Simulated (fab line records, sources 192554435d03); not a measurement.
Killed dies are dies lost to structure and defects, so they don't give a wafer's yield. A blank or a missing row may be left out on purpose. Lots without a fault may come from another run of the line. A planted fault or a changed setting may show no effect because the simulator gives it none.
Split-lot experiment | flow n5_finfet | 7 lots, 39 wafers read, on a route of 1938 steps

THE SPLIT
At N5_DUMMY_GATE_ETCH_37 (etches SOC in N2/H2, target depth 60 nm, overetch 30 nm), the setting source_w was moved away from the recipe's 840 W on 18 of the 39 wafers read, by -15.1% to +9.2%. The other wafers ran this setting at the recipe's value.

The reading is taken at the split's own step.

THE READING
rf_vpp_V, in V, at N5_DUMMY_GATE_ETCH_37 (etches SOC in N2/H2, target depth 60 nm, overetch 30 nm). Fault-free wafers of this fab line usually give 523.4 V, standard deviation 2.2 V.

wafer  | tool, chamber at the split | source_w as run, W | against the recipe | rf_vpp_V, V | against lot-mates on the recipe
L075.1 | rie_diel-06, 1             | 840                | recipe             | 520.4       | -
L075.2 | rie_diel-06, 3             | 840                | recipe             | 526.7       | -
L075.3 | rie_diel-06, 2             | 840                | recipe             | 520.1       | -
L075.4 | rie_diel-06, 3             | 712.8              | -15.1%             | 556.2       | +33.8
L075.5 | rie_diel-06, 2             | 712.8              | -15.1%             | 549.2       | +26.8
L075.6 | rie_diel-06, 1             | 712.8              | -15.1%             | 549.6       | +27.2
L081.1 | rie_diel-02, 0             | 840                | recipe             | 525.0       | -
L081.3 | rie_diel-02, 3             | 840                | recipe             | 522.6       | -
L081.6 | rie_diel-02, 3             | 840                | recipe             | 522.6       | -
L082.1 | rie_diel-05, 2             | 840                | recipe             | 522.8       | -
L082.2 | rie_diel-05, 1             | 840                | recipe             | 520.3       | -
L082.3 | rie_diel-05, 0             | 713.5              | -15.1%             | 553.8       | +31.6
L082.4 | rie_diel-05, 3             | 840                | recipe             | 523.5       | -
L082.5 | rie_diel-05, 2             | 713.5              | -15.1%             | 551.0       | +28.8
L082.6 | rie_diel-05, 3             | 713.5              | -15.1%             | 553.1       | +30.9
L083.1 | rie_diel-02, 0             | 840                | recipe             | 523.9       | -
L083.2 | rie_diel-02, 2             | 784.8              | -6.6%              | 535.0       | +12.2
L083.3 | rie_diel-02, 3             | 840                | recipe             | 521.5       | -
L083.4 | rie_diel-02, 3             | 784.8              | -6.6%              | 533.3       | +10.5
L083.5 | rie_diel-02, 0             | 840                | recipe             | 523.0       | -
L083.6 | rie_diel-02, 2             | 784.8              | -6.6%              | 536.5       | +13.7
L089.1 | rie_diel-02, 1             | 774.4              | -7.8%              | 539.2       | +17.7
L089.2 | rie_diel-02, 2             | 774.4              | -7.8%              | 538.4       | +16.9
L089.3 | rie_diel-02, 0             | 774.4              | -7.8%              | 538.2       | +16.7
L089.4 | rie_diel-02, 3             | 840                | recipe             | 520.5       | -
L089.5 | rie_diel-02, 2             | 840                | recipe             | 522.2       | -
L089.6 | rie_diel-02, 3             | 840                | recipe             | 521.8       | -
L092.1 | rie_diel-05, 3             | 840                | recipe             | 523.3       | -
L092.2 | rie_diel-05, 0             | 917                | +9.2%              | 510.9       | -11.9
L092.3 | rie_diel-05, 2             | 917                | +9.2%              | 508.1       | -14.7
L092.4 | rie_diel-05, 1             | 840                | recipe             | 520.9       | -
L092.5 | rie_diel-05, 0             | 917                | +9.2%              | 509.5       | -13.3
L092.6 | rie_diel-05, 3             | 840                | recipe             | 524.3       | -
L096.1 | rie_diel-06, 1             | 840                | recipe             | 521.2       | -
L096.2 | rie_diel-06, 0             | 840                | recipe             | 524.2       | -
L096.3 | rie_diel-06, 2             | 747.1              | -11.1%             | 540.3       | +19.0
L096.4 | rie_diel-06, 3             | 747.1              | -11.1%             | 547.3       | +26.0
L096.5 | rie_diel-06, 1             | 747.1              | -11.1%             | 542.0       | +20.7
L096.6 | rie_diel-06, 2             | 840                | recipe             | 518.6       | -

THE FIT
A straight line over all 39 wafers: rf_vpp_V changes by -1.85 V for each +1% of source_w; r = -0.98; the points scatter about the line by 2.3 V.
The same after taking each lot's own level away (the mean of its wafers on the recipe; 39 wafers): -1.88 V for each +1%; r = -0.99; scatter 2.3 V.
On that fit, the largest move of source_w shifts the reading by 29 V.
The lots' own levels span 521.33 to 523.40 V, that is 0.9 times the standard deviation above.
So the lot-to-lot level changes the slope little: the two slopes agree.
Check: with one of the wafers moved furthest among these (-15.1%) left out of the fit, the line predicts +28.8 V for it against its lot-mates. It came out at +33.8 V against them.
Tool readings at the split's step, against how far the setting was moved: rf_vpp_V r = -0.98.

OTHER SPLITS ON THESE WAFERS
These wafers also went through other splits before the reading. Each is held against what the fit with the lots' levels taken away leaves over:
other split on the same wafers | wafers away from the commonest value | r with rf_vpp_V (lot level and that fit taken away)
N5_FIN_CUT_ETCH_21 bias_w      | 9                                    | +0.09

THE FILE'S OWN FIT
rf_vpp_V changes by -1.93 V for each +1% of source_w, r = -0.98.
